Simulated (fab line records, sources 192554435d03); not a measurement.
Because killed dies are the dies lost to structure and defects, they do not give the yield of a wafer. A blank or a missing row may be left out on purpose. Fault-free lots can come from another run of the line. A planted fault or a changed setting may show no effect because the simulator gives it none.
Which tool was responsible? | flow n5 finfet | 6 lots, 18 wafers sampled, at 1 step of a route of 1938

## WHAT THE GAUGES READ, wafer by wafer
N5_SD_EPI_N_OVL_MEAS_10.
lot  | measured    | on         | SD_N_BLK_OVL (nm)
L791 | day 4 00:27 | overlay-01 | -1.1 -0.4 -1.1
L793 | day 4 14:42 | overlay-02 | -1.6 -2.1 -0.2
L796 | day 5 06:54 | overlay-02 | -2.0 -2.8 -2.0
L800 | day 6 08:06 | overlay-02 | -1.3 -1.8 -1.3
L803 | day 7 00:26 | overlay-01 | -0.6 -1.5 -0.4
L806 | day 7 18:43 | overlay-02 | -0.9 -0.5 -0.4

## WHICH TOOL RAN EACH LOT (tool, then ch and the chambers of the sampled wafers, then the start)
No process step before these readings appears in the record.

## THE ANSWER, worked out from the rows above alone
Rule: usual is defined by the lots themselves. Put in order of their means at a reading, lots are off if they are a third of the lots or fewer, leave a main group of 4 or more, and stand apart from it by a gap of 3 or more times the standard deviation of the main group's means; of several such gaps the widest counts. Not used: any main group whose means are identical at the precision the tables above print for the reading. Also off: a lot with no number at a reading for which 4 or more lots have one. The other lots that the step has rows for count as sound.
No lot is off on any of the readings shown, so nothing can be concluded from this.

## WHAT WAS PUT IN BY THE SIMULATOR
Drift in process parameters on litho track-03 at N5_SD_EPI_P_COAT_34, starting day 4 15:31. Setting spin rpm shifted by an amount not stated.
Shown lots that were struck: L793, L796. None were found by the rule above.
